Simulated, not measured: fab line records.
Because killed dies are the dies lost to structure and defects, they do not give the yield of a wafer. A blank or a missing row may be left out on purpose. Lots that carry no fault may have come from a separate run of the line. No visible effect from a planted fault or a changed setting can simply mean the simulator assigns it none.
Lot-split experiment || flow n5_finfet || route with 1938 steps; 7 lots, 21 wafers read

## THE SPLIT ITSELF
At N5_BEOL_M4_DESCUM_33 (chemistry O2, time 7 s), the setting time_s was moved away from the recipe's 7 s on 9 of the 21 wafers read, by -12.9% to +20.2%. All remaining wafers had this setting at the recipe value.

## FROM THE SPLIT TO THE READING: what the file shows between them, 3 steps
- N5_BEOL_M4_ETCH_77: etches underlayer in N2/H2, target depth 6.5 nm, time 5.2 s
- N5_BEOL_M4_ETCH_69: etches SiARC in CF4, target depth 15.6 nm, time 26 s
- N5_BEOL_M4_ALD_98: deposits SiO2, target thk 2.5 nm, pulse time 1 s, co reactant pulse time 1 s

## THE READING
CAR-EUV_of_BEOL_M4_COAT_22.thk_nm (the simulator's own value, which no gauge read), in nm, at N5_BEOL_M4_ETCHBACK_99 (etches SiO2 in CHF3, target depth 5 nm, time 10.4 s). The file does not state a usual value for it. Average 10.5 nm, standard deviation 0.17 nm, over the 12 wafers here run with the recipe.

{"wafer": "L074.1", "tool, chamber at the split": "rie_diel-02, 1,3", "time_s as run, s": 7.729, "against the recipe": "+10.4%", "CAR-EUV_of_BEOL_M4_COAT_22.thk_nm, nm": 10, "against lot-mates on the recipe": -0.4}
{"wafer": "L074.2", "tool, chamber at the split": "rie_diel-02, 1,3", "time_s as run, s": 7.729, "against the recipe": "+10.4%", "CAR-EUV_of_BEOL_M4_COAT_22.thk_nm, nm": 10.2, "against lot-mates on the recipe": -0.2}
{"wafer": "L074.3", "tool, chamber at the split": "rie_diel-02, 0", "time_s as run, s": 7, "against the recipe": "recipe", "CAR-EUV_of_BEOL_M4_COAT_22.thk_nm, nm": 10.4, "against lot-mates on the recipe": "-"}
{"wafer": "L077.3", "tool, chamber at the split": "rie_diel-01, 2", "time_s as run, s": 7, "against the recipe": "recipe", "CAR-EUV_of_BEOL_M4_COAT_22.thk_nm, nm": 10.8, "against lot-mates on the recipe": "-"}
{"wafer": "L077.4", "tool, chamber at the split": "rie_diel-01, 2", "time_s as run, s": 8.417, "against the recipe": "+20.2%", "CAR-EUV_of_BEOL_M4_COAT_22.thk_nm, nm": 9.8, "against lot-mates on the recipe": -1.0}
{"wafer": "L077.5", "tool, chamber at the split": "rie_diel-01, 3", "time_s as run, s": 8.417, "against the recipe": "+20.2%", "CAR-EUV_of_BEOL_M4_COAT_22.thk_nm, nm": 9.8, "against lot-mates on the recipe": -1.0}
{"wafer": "L078.1", "tool, chamber at the split": "rie_diel-01, 3", "time_s as run, s": 7, "against the recipe": "recipe", "CAR-EUV_of_BEOL_M4_COAT_22.thk_nm, nm": 10.6, "against lot-mates on the recipe": "-"}
{"wafer": "L078.3", "tool, chamber at the split": "rie_diel-01, 1", "time_s as run, s": 6.375, "against the recipe": "-8.9%", "CAR-EUV_of_BEOL_M4_COAT_22.thk_nm, nm": 10.4, "against lot-mates on the recipe": "+0.0"}
{"wafer": "L078.5", "tool, chamber at the split": "rie_diel-01, 1", "time_s as run, s": 7, "against the recipe": "recipe", "CAR-EUV_of_BEOL_M4_COAT_22.thk_nm, nm": 10.2, "against lot-mates on the recipe": "-"}
{"wafer": "L080.1", "tool, chamber at the split": "rie_diel-02, 1,3", "time_s as run, s": 6.094, "against the recipe": "-12.9%", "CAR-EUV_of_BEOL_M4_COAT_22.thk_nm, nm": 10.8, "against lot-mates on the recipe": "no lot-mate on the recipe"}
{"wafer": "L080.3", "tool, chamber at the split": "rie_diel-02, 2", "time_s as run, s": 6.094, "against the recipe": "-12.9%", "CAR-EUV_of_BEOL_M4_COAT_22.thk_nm, nm": 10.8, "against lot-mates on the recipe": "no lot-mate on the recipe"}
{"wafer": "L080.2", "tool, chamber at the split": "rie_diel-02, 1,3", "time_s as run, s": 6.094, "against the recipe": "-12.9%", "CAR-EUV_of_BEOL_M4_COAT_22.thk_nm, nm": 11, "against lot-mates on the recipe": "no lot-mate on the recipe"}
{"wafer": "L084.4", "tool, chamber at the split": "rie_diel-01, 2", "time_s as run, s": 7.738, "against the recipe": "+10.5%", "CAR-EUV_of_BEOL_M4_COAT_22.thk_nm, nm": 10.2, "against lot-mates on the recipe": -0.4}
{"wafer": "L084.5", "tool, chamber at the split": "rie_diel-01, 2,1", "time_s as run, s": 7, "against the recipe": "recipe", "CAR-EUV_of_BEOL_M4_COAT_22.thk_nm, nm": 10.6, "against lot-mates on the recipe": "-"}
{"wafer": "L084.6", "tool, chamber at the split": "rie_diel-01, 2,1", "time_s as run, s": 7, "against the recipe": "recipe", "CAR-EUV_of_BEOL_M4_COAT_22.thk_nm, nm": 10.6, "against lot-mates on the recipe": "-"}
{"wafer": "L088.1", "tool, chamber at the split": "rie_diel-01, 2,3", "time_s as run, s": 7, "against the recipe": "recipe", "CAR-EUV_of_BEOL_M4_COAT_22.thk_nm, nm": 10.4, "against lot-mates on the recipe": "-"}
{"wafer": "L088.2", "tool, chamber at the split": "rie_diel-01, 2,3", "time_s as run, s": 7, "against the recipe": "recipe", "CAR-EUV_of_BEOL_M4_COAT_22.thk_nm, nm": 10.4, "against lot-mates on the recipe": "-"}
{"wafer": "L088.5", "tool, chamber at the split": "rie_diel-01, 1", "time_s as run, s": 7, "against the recipe": "recipe", "CAR-EUV_of_BEOL_M4_COAT_22.thk_nm, nm": 10.4, "against lot-mates on the recipe": "-"}
{"wafer": "L096.2", "tool, chamber at the split": "rie_diel-04, 1", "time_s as run, s": 7, "against the recipe": "recipe", "CAR-EUV_of_BEOL_M4_COAT_22.thk_nm, nm": 10.4, "against lot-mates on the recipe": "-"}
{"wafer": "L096.3", "tool, chamber at the split": "rie_diel-04, 0", "time_s as run, s": 7, "against the recipe": "recipe", "CAR-EUV_of_BEOL_M4_COAT_22.thk_nm, nm": 10.4, "against lot-mates on the recipe": "-"}
{"wafer": "L096.6", "tool, chamber at the split": "rie_diel-04, 1", "time_s as run, s": 7, "against the recipe": "recipe", "CAR-EUV_of_BEOL_M4_COAT_22.thk_nm, nm": 10.2, "against lot-mates on the recipe": "-"}
Rows listing several chambers each stand for several wafers; the file does not say which wafer went through which chamber.

THE FIT
A straight line over all 21 wafers: CAR-EUV_of_BEOL_M4_COAT_22.thk_nm changes by -0.0298 nm for each +1% of time_s; r = -0.87; the points scatter about the line by 0.16 nm.
The same after taking each lot's own level away (the mean of its wafers on the recipe; 18 wafers): -0.0402 nm for each +1%; r = -0.91; scatter 0.15 nm.
According to that fit, moving time_s by its largest amount changes the reading by 0.81 nm.
Measured against the standard deviation above, the lots' own levels, which go from 10.33 to 10.80 nm, span 2.8 times it.
So the lot-to-lot level changes the slope: the two fits differ.
Check: for one of the wafers moved furthest among these (+20.2%), held out of the fit, the line's prediction against its lot-mates is -0.759 nm. It came out at -1 nm against them.

## ADDITIONAL SPLITS CARRIED BY THESE WAFERS
These wafers also went through other splits before the reading. Each is held against what the fit with the lots' levels taken away leaves over:
{"other split on the same wafers": "N5_BEOL_M2_ETCH_70 time_s", "wafers away from the commonest value": 5, "r with CAR-EUV_of_BEOL_M4_COAT_22.thk_nm (lot level and that fit taken away)": -0.26}
{"other split on the same wafers": "N5_BEOL_M3_COAT_05 spin_rpm", "wafers away from the commonest value": 5, "r with CAR-EUV_of_BEOL_M4_COAT_22.thk_nm (lot level and that fit taken away)": -0.10}
{"other split on the same wafers": "N5_BEOL_M3_EXPOSE_08 dose_mj", "wafers away from the commonest value": 7, "r with CAR-EUV_of_BEOL_M4_COAT_22.thk_nm (lot level and that fit taken away)": -0.02}
{"other split on the same wafers": "N5_BEOL_M4_COAT_76 spin_rpm", "wafers away from the commonest value": 5, "r with CAR-EUV_of_BEOL_M4_COAT_22.thk_nm (lot level and that fit taken away)": "+0.45"}

## THE WHOLE CHAIN: every reading that the file lists as answering this split, in the file's order
{"step": "N5_BEOL_M4_DESCUM_33", "what it does": "chemistry O2, time 7 s", "reading": "CAR-EUV_of_BEOL_M4_COAT_22.thk_nm (the simulator's own value, which no gauge read)", "change (the file's fit)": "-0.0326 nm for each +1% of the setting", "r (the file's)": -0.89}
{"step": "N5_BEOL_M4_ETCH_77", "what it does": "etches underlayer in N2/H2, target depth 6.5 nm, time 5.2 s", "reading": "CAR-EUV_of_BEOL_M4_COAT_22.thk_nm (the simulator's own value, which no gauge read)", "change (the file's fit)": "-0.0429 nm for each +1% of the setting", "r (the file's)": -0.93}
{"step": "N5_BEOL_M4_ETCHBACK_99", "what it does": "etches SiO2 in CHF3, target depth 5 nm, time 10.4 s", "reading": "CAR-EUV_of_BEOL_M4_COAT_22.thk_nm (the simulator's own value, which no gauge read)", "change (the file's fit)": "-0.0389 nm for each +1% of the setting", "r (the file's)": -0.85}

## FILE'S OWN FIT
CAR-EUV_of_BEOL_M4_COAT_22.thk_nm changes by -0.0389 nm for each +1% of time_s, r = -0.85.
